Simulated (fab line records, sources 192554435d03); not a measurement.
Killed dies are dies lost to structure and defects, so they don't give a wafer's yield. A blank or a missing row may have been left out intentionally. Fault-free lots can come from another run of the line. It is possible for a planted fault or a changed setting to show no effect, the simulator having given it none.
fab line records    flow n5_finfet    part 1 of 2: steps 1 to 6 of 7
[record] lots = 8  wafers = 24  last_day = 20
route steps=1938 shown SD_EPI_N@294 SD_EPI_P@305 SD_ACTIVATION@330 BEOL_M4@1111 PASSIVATION@1936
lots that met no fault: taken from a fault-free run of the same line
start_h: the number of hours between the record's first day and the start of the first shown wafer of the lot    wait_h: time in hours since the lot's previous step    " repeats the value in the row above    L1.1+2: a row that stands for several wafers    - no value, or no start given    * or withheld: withheld    < > ~ a bound
route shown NAME@n: NAME is a module with steps in the file, n the number in the route of the first one    usual: mean/standard deviation of fault-free wafers    same: alike in all rows    chamber/n: place in a boat    sites: readings site by site    _std_site: their standard deviation    _edge_site: the outer-site mean with the inner-site mean subtracted    radius_mm: for every site, how far away it sits from the centre of the wafer    mask NAME#n: copy n    behind: the last tool/chamber to shape the wafer    hold: cause of the lot's hold/its duration in hours/its outcome    device: which transistor (n, p or np) failed to switch    end of line: the same wafers' tests at the end of the route    a step given without rows: its recipe and nothing more    killed: count of dies lost to structure and defects at first sort (not the wafer's yield)    map: per-die view of a wafer (x killed, . not killed, _ where there is no die)
set.NAME: the setting the step ran with; set.NAME@STEP: the setting that earlier step ran with    model.NAME: the simulator's own value behind a step, which no gauge read
steps of the route over a sample of lots; a table a step, a row a wafer
services: the hour from which a tool's chamber was out of use, counted from the record's first day as start_h (under 0 if before that day), plus the number of hours and why
[[steps]]
[step N5_SD_EPI_N_INSPECT_26]
[recipe] inspect_instrument = darkfield  mode = post_epi
[usual] raw_defect_count = 202/41
lot.wafer  tool               chamber  start_h  wait_h  raw_defect_count
L151.2     defect_inspect-01  -        53.47    0.1     197
L151.5     "                  -        "        "       291
L151.6     "                  -        "        "       220
L154.1     defect_inspect-01  -        72.43    0.1     131
L154.2     "                  -        "        "       201
L154.5     "                  -        "        "       147
L163.1     defect_inspect-02  -        130.29   0.1     245
L163.4     "                  -        "        "       191
L163.6     "                  -        "        "       211
L169.1     defect_inspect-02  -        176.14   0.1     187
L169.2     "                  -        "        "       174
L169.5     "                  -        "        "       216
L170.1     defect_inspect-01  -        177.81   0.1     153
L170.3     "                  -        "        "       194
L170.5     "                  -        "        "       197
L173.1     defect_inspect-02  -        219.56   0.1     239
L173.2     "                  -        "        "       239
L173.3     "                  -        "        "       190
L172.1     defect_inspect-01  -        220.97   0.1     207
L172.2     "                  -        "        "       209
L172.4     "                  -        "        "       252
L174.4     defect_inspect-02  -        221.91   0.1     178
L174.5     "                  -        "        "       239
L174.6     "                  -        "        "       161
[step N5_SD_EPI_P_INSPECT_11]
[recipe] mode = adi  inspect_instrument = macro
[usual] raw_defect_count = 2.0/1.4
lot.wafer  tool               chamber  start_h  wait_h  raw_defect_count
L151.2     defect_inspect-02  -        53.92    0.0     4
L151.5     "                  -        "        "       3
L151.6     "                  -        "        "       3
L154.1     defect_inspect-01  -        72.76    0.0     0
L154.2     "                  -        "        "       3
L154.5     "                  -        "        "       3
L163.1     defect_inspect-01  -        130.74   0.0     5
L163.4     "                  -        "        "       3
L163.6     "                  -        "        "       3
L169.1     defect_inspect-02  -        176.46   0.0     3
L169.2     "                  -        "        "       2
L169.5     "                  -        "        "       1
L170.1     defect_inspect-02  -        178.26   0.0     3
L170.3     "                  -        "        "       2
L170.5     "                  -        "        "       4
L173.1     defect_inspect-01  -        220.05   0.0     2
L173.2     "                  -        "        "       1
L173.3     "                  -        "        "       1
L172.1     defect_inspect-02  -        221.47   0.1     4
L172.2     "                  -        "        "       4
L172.4     "                  -        "        "       1
L174.4     defect_inspect-01  -        222.36   0.0     1
L174.5     "                  -        "        "       5
L174.6     "                  -        "        "       2
[step N5_SD_EPI_P_ETCHBACK_46]
[recipe] chemistry = CH3F/O2  mode = anisotropic_etchback  target = SiNx  target_depth_a = 175  stop_on = SiO2  over_etch_frac = 0.3  ion_energy_ev = 120  pressure_mtorr = 30  source_w = 395  bias_w = 73  Ar_flow_sccm = 150  CH3F_flow_sccm = 30  O2_flow_sccm = 20
[usual] O2_flow_sccm = 19.99/0.064  drypump_motor_current_A = 5.8/0.35  oes_ar_750_au = 0.77/0.077  oes_o_777_au = 0.77/0.076  oes_product_au = 0.66/0.065  rf_fwd_power_W = 393.6/1  rf_vpp_V = 297.2/2.3  showerhead_plenum_p_Torr = 2.00/0.066  throttle_valve_pct = 16.44/0.18
lot.wafer  tool         chamber  start_h  wait_h  O2_flow_sccm  drypump_motor_current_A  oes_ar_750_au  oes_o_777_au  oes_product_au  rf_fwd_power_W  rf_hours_counter_h  rf_vpp_V  showerhead_plenum_p_Torr  throttle_valve_pct
L151.2     rie_diel-03  1        54.59    0.0     20.05         5.7                      0.76           0.75          0.64            394.9           143                 295.1     2.01                      16.64
L151.5     "            3        "        "       19.93         5.5                      0.74           0.74          0.64            393.6           -                   299.5     2.09                      16.45
L151.6     "            0        "        "       19.98         6.0                      0.86           0.85          0.73            392.0           -                   297.7     2.11                      16.27
L154.1     rie_diel-02  2        73.47    0.0     19.96         6.1                      0.89           0.91          0.77            394.5           31                  297.3     1.96                      16.29
L154.2     "            0        "        "       19.91         4.8                      0.70           0.71          0.60            393.5           223                 297.1     2.05                      16.61
L154.5     "            0        "        "       19.89         4.8                      0.70           0.72          0.60            394.2           -                   295.7     2.05                      16.61
L163.1     rie_diel-05  1        131.30   0.0     20.10         5.3                      0.90           0.88          0.77            395.3           31                  300.1     2.04                      16.05
L163.4     "            3        "        "       20.13         6.4                      0.78           0.77          0.66            392.4           -                   299.8     2.00                      16.62
L163.6     "            0        "        "       20.02         5.8                      0.70           0.70          0.60            394.1           -                   296.2     1.98                      16.21
L169.1     rie_diel-03  1        176.91   0.0     20.07         5.8                      0.73           0.72          0.62            393.5           185                 295.3     2.00                      16.72
L169.2     "            2        "        "       20.04         5.7                      0.70           0.70          0.61            394.2           209                 297.7     1.91                      16.53
L169.5     "            1        "        "       19.89         5.8                      0.73           0.72          0.62            394.2           -                   292.8     2.00                      16.72
L170.1     rie_diel-03  0        178.71   0.0     20.02         5.9                      0.81           0.81          0.69            394.0           95                  297.4     2.10                      16.33
L170.3     "            2        "        "       19.92         5.7                      0.70           0.69          0.60            394.9           209                 298.8     1.91                      16.54
L170.5     "            1        "        "       20.02         5.8                      0.72           0.71          0.62            393.4           -                   294.3     2.00                      16.73
L173.1     rie_diel-02  1        220.50   0.0     20.02         5.6                      0.75           0.76          0.64            394.5           164                 296.0     1.91                      16.57
L173.2     "            3        "        "       20.01         5.9                      0.73           0.73          0.62            392.9           185                 292.2     1.91                      16.31
L173.3     "            2        "        "       20.11         6.0                      0.84           0.85          0.73            394.3           68                  297.1     1.95                      16.35
L172.1     rie_diel-05  3        222.08   0.0     19.98         6.4                      0.76           0.76          0.65            391.9           153                 299.8     2.00                      16.64
L172.2     "            0        "        "       19.96         5.8                      0.69           0.69          0.60            392.7           218                 297.6     1.98                      16.22
L172.4     "            2        "        "       19.93         6.2                      0.95           0.94          0.80            394.3           -                   297.5     1.96                      16.28
L174.4     rie_diel-02  1        222.95   0.0     19.99         5.6                      0.75           0.75          0.64            392.8           165                 293.5     1.91                      16.56
L174.5     "            0        "        "       20.01         4.8                      0.98           0.99          0.84            394.3           -                   297.3     2.04                      16.20
L174.6     "            1        "        "       19.90         5.6                      0.75           0.76          0.64            393.9           -                   293.7     1.91                      16.56
[step N5_SD_ACTIVATION_RTA_00]
[recipe] temp_c = 975  time_s = 0  ambient = N2  idle_temp_c = 600  ramp_up_c_per_s = 150  ramp_down_c_per_s = 60  cool_to_c = 600
[usual] lamp_power_pct = 8.96/0.052  lamp_zone_1_pct = 8.954/0.028  lamp_zone_2_pct = 8.950/0.027  lamp_zone_3_pct = 8.951/0.027  wafer_temp_C_max = 975.1/1.9
lot.wafer  tool           chamber  start_h  wait_h  lamp_power_pct  lamp_zone_1_pct  lamp_zone_2_pct  lamp_zone_3_pct  wafer_temp_C_max
L151.2     rtp_anneal-01  0        58.06    0.2     8.94            8.951            9.035            8.932            976.6
L151.5     "              0        "        "       8.99            8.949            8.969            8.966            973.2
L151.6     "              0        "        "       8.86            8.945            8.940            8.965            973.5
L154.1     rtp_anneal-01  0        76.80    0.0     8.92            8.984            8.938            8.943            977.4
L154.2     "              0        "        "       9.00            8.921            8.974            8.930            973.9
L154.5     "              0        "        "       8.91            8.967            8.930            8.948            977.8
L163.1     rtp_anneal-02  0        134.63   0.0     8.96            8.933            8.942            8.969            973.3
L163.4     "              0        "        "       9.02            8.982            8.971            8.978            971.2
L163.6     "              0        "        "       8.96            8.989            8.927            8.950            976.2
L169.1     rtp_anneal-02  -        180.31   0.1     -               -                -                -                -
L169.2     "              -        "        "       -               -                -                -                -
L169.5     "              -        "        "       -               -                -                -                -
L170.1     rtp_anneal-01  -        182.04   0.0     -               -                -                -                -
L170.3     "              -        "        "       -               -                -                -                -
L170.5     "              -        "        "       -               -                -                -                -
L173.1     rtp_anneal-02  0        224.08   0.3     8.95            8.935            9.019            8.915            974.7
L173.2     "              0        "        "       8.99            9.001            8.958            8.933            979.3
L173.3     "              0        "        "       8.92            8.934            8.971            8.992            974.3
L172.1     rtp_anneal-01  0        225.47   0.1     8.94            8.953            8.961            8.917            973.9
L172.2     "              0        "        "       8.95            8.923            8.956            8.935            973.5
L172.4     "              0        "        "       8.95            8.999            8.946            8.913            973.9
L174.4     rtp_anneal-02  0        226.65   0.3     9.06            8.963            8.967            8.974            974.9
L174.5     "              0        "        "       9.09            8.950            8.895            8.958            974.5
L174.6     "              0        "        "       9.01            8.955            8.960            8.960            977.0
[step N5_SD_ACTIVATION_RS_MEAS_03]
[recipe] thk_meas_gauge = four-point-probe
[usual] RS_SD_N = 21.87/0.28  RS_SD_P = 55.8/0.71
lot.wafer  tool           chamber  start_h  wait_h  RS_SD_N[ohm/sq]  RS_SD_P[ohm/sq]
L151.2     film_metro-01  -        58.45    0.2     21.85            55.4
L151.5     "              -        "        "       22.16            55.7
L151.6     "              -        "        "       22.28            56.1
L154.1     film_metro-01  -        77.22    0.2     22.14            56.1
L154.2     "              -        "        "       21.69            55.5
L154.5     "              -        "        "       21.92            55.9
L163.1     film_metro-02  -        135.04   0.2     21.37            55.0
L163.4     "              -        "        "       21.40            56.3
L163.6     "              -        "        "       21.28            55.6
L169.1     film_metro-01  -        180.71   0.2     24.16            59.8
L169.2     "              -        "        "       24.48            60.6
L169.5     "              -        "        "       23.93            60.3
L170.1     film_metro-02  -        182.44   0.2     24.29            61.4
L170.3     "              -        "        "       24.19            60.5
L170.5     "              -        "        "       24.33            60.6
L173.1     film_metro-02  -        224.49   0.2     21.49            55.2
L173.2     "              -        "        "       21.82            55.5
L173.3     "              -        "        "       21.49            55.7
L172.1     film_metro-01  -        225.87   0.2     21.99            54.5
L172.2     "              -        "        "       21.74            54.4
L172.4     "              -        "        "       21.97            55.6
L174.4     film_metro-01  -        227.03   0.1     21.80            55.0
L174.5     "              -        "        "       21.80            55.1
L174.6     "              -        "        "       21.68            56.1
[step N5_BEOL_M4_RC_MEAS_101]
[usual] DIBL_N = 36.5/1.2  DIBL_P = 36.5/1.6  IOFF_N = 0.162/0.023  IOFF_N_85C = 3.1/0.37  IOFF_N_LIN = 0.075/0.0089  IOFF_P = 0.221/0.03  IOFF_P_85C = 3.8/0.44  ION_N = 678/8  ION_P = 466/6.3  RC_DENSE_N = 18.9/0.31  RC_DENSE_P = 23.6/0.41  RC_N = 15.39/0.26  RC_P = 19.2/0.3  REXT_N = 75.0/1.6  REXT_P = 100.4/2.1  RS_SD_N = 28.3/0.35  RS_SD_P = 65.6/0.88  SS_N = 71.6/0.46  SS_P = 73.3/0.57  VT_N = 249.2/2.6  VT_N_LVT = 98.5/2.6  VT_P = -249/3.3
lot.wafer  tool       chamber  start_h  wait_h  DIBL_N[mV/V]  DIBL_P[mV/V]  IOFF_N[nA/um]  IOFF_N_85C[nA/um]  IOFF_N_LIN[nA/um]  IOFF_P[nA/um]  IOFF_P_85C[nA/um]  ION_N[uA/um]  ION_P[uA/um]  RC_DENSE_N[ohm.um]  RC_DENSE_P[ohm.um]  RC_N[ohm.um]  RC_P[ohm.um]  REXT_N[ohm.um]  REXT_P[ohm.um]  RS_SD_N[ohm/sq]  RS_SD_P[ohm/sq]  SS_N[mV/dec]  SS_P[mV/dec]  VT_N[mV]  VT_N_LVT[mV]  VT_P[mV]
L151.2     prober-02  0        183.81   0.3     38.6          36.2          0.178          3.3                0.080              0.225          3.9                683           463           18.9                23.8                15.48         19.4          75.8            101.1           28.2             65.0             71.8          73.7          247.0     97.4          -252
L151.5     "          0        "        "       36.6          34.8          0.144          2.8                0.069              0.207          3.6                665           460           19.0                23.9                15.60         19.3          75.9            100.3           28.6             65.3             71.2          73.2          249.8     100.1         -250
L151.6     "          0        "        "       37.1          34.5          0.149          2.9                0.071              0.197          3.4                679           463           19.0                23.6                15.54         19.3          75.8            101.4           28.7             66.1             72.2          72.9          249.5     99.4          -252
L154.1     prober-02  0        235.17   0.0     34.9          33.9          0.131          2.7                0.064              0.212          3.7                674           468           19.0                23.9                15.56         19.5          73.9            103.2           28.9             65.2             71.7          72.4          250.3     100.9         -247
L154.2     "          0        "        "       35.4          32.9          0.129          2.7                0.062              0.198          3.4                664           456           18.9                23.5                15.50         19.4          73.3            103.0           28.1             65.7             71.5          72.3          253.1     103.1         -251
L154.5     "          0        "        "       36.6          34.1          0.145          2.9                0.069              0.216          3.7                668           469           18.8                23.6                15.27         19.4          73.5            104.0           28.7             65.0             72.1          72.4          250.4     100.9         -247
L163.1     prober-02  0        290.03   0.0     37.5          36.6          0.181          3.5                0.082              0.252          4.3                674           459           19.1                23.9                15.72         19.6          75.4            102.1           27.7             64.5             72.5          73.3          250.2     96.5          -246
L163.4     "          0        "        "       38.3          38.0          0.198          3.8                0.087              0.271          4.5                677           466           19.0                23.6                15.57         19.2          73.5            102.8           28.0             66.4             72.7          73.6          248.7     95.5          -245
L163.6     "          0        "        "       36.6          36.3          0.161          3.2                0.076              0.251          4.2                673           465           19.2                23.9                15.70         19.4          74.1            101.9           28.1             64.9             71.7          72.7          247.8     99.1          -245
L169.1     prober-01  0        323.73   0.0     27.8          33.8          0.075          1.7                0.041              0.141          2.6                597           434           21.6                25.5                17.75         20.8          118.4           124.6           31.1             69.2             70.3          72.8          262.2     110.3         -256
L169.2     "          0        "        "       26.8          32.9          0.063          1.5                0.036              0.128          2.4                581           427           21.2                25.3                17.65         20.6          119.9           125.2           31.1             69.7             70.9          71.7          263.4     113.1         -257
L169.5     "          0        "        "       26.1          31.2          0.058          1.3                0.033              0.119          2.3                582           428           20.8                24.6                17.13         20.0          118.2           124.8           30.6             69.4             70.1          72.0          266.4     114.2         -257
L170.1     prober-02  0        324.15   0.0     30.7          34.5          0.091          1.9                0.049              0.171          3.1                602           437           21.5                25.3                17.58         20.4          120.4           131.5           31.0             70.6             70.5          73.1          258.6     108.1         -253
L170.3     "          0        "        "       28.3          31.2          0.069          1.5                0.039              0.139          2.6                587           434           21.5                25.2                17.54         20.4          118.8           130.0           30.7             71.0             70.0          71.7          260.7     111.7         -254
L170.5     "          0        "        "       30.2          33.5          0.081          1.7                0.045              0.164          3.0                591           441           21.5                25.7                17.56         20.7          120.3           130.4           30.9             70.3             70.1          73.1          260.8     110.9         -253
L173.1     prober-02  0        357.87   0.0     36.5          36.1          0.189          3.7                0.089              0.268          4.4                692           478           19.5                24.8                16.02         19.8          79.2            100.3           27.6             64.2             71.5          73.4          246.6     91.6          -241
L173.2     "          0        "        "       34.9          33.7          0.157          3.1                0.077              0.225          3.9                680           474           19.1                24.0                15.57         19.4          79.4            99.4            28.0             65.1             71.4          72.5          248.0     94.8          -245
L173.3     "          0        "        "       34.3          34.0          0.154          3.1                0.077              0.230          4.0                686           477           19.2                24.0                15.71         19.5          80.1            98.9            27.7             65.2             71.4          72.6          248.0     93.9          -246
L172.1     prober-02  0        361.53   0.0     37.5          37.2          0.169          3.2                0.075              0.210          3.6                675           462           19.4                24.4                15.63         19.6          73.9            104.2           28.3             64.4             72.1          73.1          250.7     98.6          -251
L172.2     "          0        "        "       37.1          36.5          0.147          2.8                0.067              0.203          3.5                669           462           18.9                23.6                15.48         19.3          73.7            101.3           27.9             63.8             72.0          72.9          251.4     100.9         -249
L172.4     "          0        "        "       35.6          34.3          0.125          2.5                0.059              0.176          3.1                668           459           19.1                23.8                15.47         19.4          73.6            101.2           28.4             65.0             70.9          73.2          253.9     103.1         -252
L174.4     prober-02  0        367.87   0.5     38.1          38.1          0.181          3.4                0.084              0.251          4.2                678           468           18.8                22.8                15.27         18.9          75.0            95.7            28.3             65.7             72.3          74.5          248.3     97.5          -249
L174.5     "          0        "        "       37.7          36.9          0.170          3.3                0.080              0.233          3.9                691           469           18.5                22.9                15.17         18.9          74.6            95.9            28.3             65.1             72.2          74.4          249.1     97.9          -247
L174.6     "          0        "        "       39.2          38.9          0.206          3.8                0.092              0.258          4.3                690           463           18.7                23.3                15.32         19.1          75.0            97.3            28.1             66.1             72.1          73.9          245.9     95.9          -249
[[key]]
[first_sign] step = N5_SD_ACTIVATION_RTA_00  reading = tool_record  direction = missing
[effect] step = N5_SD_ACTIVATION_RS_MEAS_03  reading = RS_SD_N  direction = up  sigmas = 8.3  usual = 21.87  struck = 24.23
[effect] step = N5_BEOL_M4_RC_MEAS_101  reading = REXT_N  direction = up  sigmas = 28  usual = 75.0  struck = 119.3
[effect] step = N5_BEOL_M4_RC_MEAS_101  reading = REXT_P  direction = up  sigmas = 13  usual = 100.4  struck = 127.7
[effect] step = N5_BEOL_M4_RC_MEAS_101  reading = ION_N  direction = down  sigmas = 11  usual = 678  struck = 590
[effect] step = N5_BEOL_M4_RC_MEAS_101  reading = RC_N  direction = up  sigmas = 8.2  usual = 15.39  struck = 17.53
[effect] step = N5_BEOL_M4_RC_MEAS_101  reading = RC_DENSE_N  direction = up  sigmas = 8.1  usual = 18.9  struck = 21.3
[effect] step = N5_BEOL_M4_RC_MEAS_101  reading = RS_SD_N  direction = up  sigmas = 7.3  usual = 28.3  struck = 30.9
[effect] step = N5_BEOL_M4_RC_MEAS_101  reading = DIBL_N  direction = down  sigmas = 6.6  usual = 36.5  struck = 28.3
[effect] step = N5_BEOL_M4_RC_MEAS_101  reading = ION_P  direction = down  sigmas = 5.2  usual = 466  struck = 433
[effect] step = N5_BEOL_M4_RC_MEAS_101  reading = RS_SD_P  direction = up  sigmas = 5  usual = 65.6  struck = 70.0
[effect] step = N5_BEOL_M4_RC_MEAS_101  reading = VT_N_LVT  direction = up  sigmas = 5  usual = 98.5  struck = 111.4
[effect] step = N5_BEOL_M4_RC_MEAS_101  reading = VT_N  direction = up  sigmas = 4.9  usual = 249.2  struck = 262.0
[effect] step = N5_BEOL_M4_RC_MEAS_101  reading = IOFF_N_85C  direction = down  sigmas = 4.3  usual = 3.1  struck = 1.6
[effect] step = N5_PASSIVATION_PROBE_49  reading = sort_bin_8_speed  direction = up  sigmas = 99+  usual = 0  struck = 91.68
met_at N5_SD_ACTIVATION_RTA_00
struck_lots L169,L170
not_acting_at N5_SD_EPI_N_INSPECT_26,N5_SD_EPI_P_INSPECT_11,N5_SD_EPI_P_ETCHBACK_46
onset_between 134.63 180.31
[fault] kind = skipped_step_whole  tool = rtp_anneal-01,rtp_anneal-02  chamber = -  onset_h = 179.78  steps = N5_SD_ACTIVATION_RTA_00  scope = struck_lots_only
